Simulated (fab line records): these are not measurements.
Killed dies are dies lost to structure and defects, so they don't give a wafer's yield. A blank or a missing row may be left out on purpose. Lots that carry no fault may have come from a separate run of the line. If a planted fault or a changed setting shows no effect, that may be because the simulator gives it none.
Matching of chambers    flow n5Finfet    aldSin-03 running N5_BEOL_M0_SAQP_ALD_48: 4 sister chambers
The step deposits SiO2, target thk 20 nm, pulse time 1 s, co reactant pulse time 1 s. 7 wafers are shown with their chamber, then 7 later ones without.

## WAFERS, EACH WITH ITS CHAMBER
wafer   chamber  heaterPowerW (W)  precursorPulseHeightRel
L090.1  0        74                1.002
L090.6  3        96                0.977
L092.1  1        74                1.020
L092.2  0        73                1.033
L092.4  3        97                1.014
L093.1  2        64                1.018
L093.4  1        74                1.009

## WAFERS MISSING THEIR CHAMBER
wafer   heaterPowerW (W)  precursorPulseHeightRel
L093.5  74                0.970
L094.4  65                0.982
L094.5  95                1.029
L094.6  66                1.017
L097.1  74                0.989
L097.2  94                1.015
L097.6  95                1.038

## WHICH CHAMBER EACH WENT THROUGH
wafer   from the rows above      in truth
L093.5  can't be placed: 1 or 0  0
L094.4  2                        2
L094.5  3                        3
L094.6  2                        2
L097.1  can't be placed: 1 or 0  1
L097.2  3                        3
L097.6  3                        3
Placed correctly: 5 of 7. From these rows, 2 cannot be placed; in 2 the true chamber is one of the candidates. 0 placed wrongly.
How it was worked out, from the rows above alone: a wafer's distance from a chamber is the root of the sum, over the readings, of the square of ((its reading less the chamber's mean) divided by the reading's scatter). The wafer belongs to the nearest chamber; if the next one is less than 2 further off, it can't be placed. A chamber's mean is the mean of its shown wafers. The scatter is the square root of a quotient: the sum, over the shown wafers, of each reading's squared deviation from its chamber's mean, divided by wafers minus chambers.
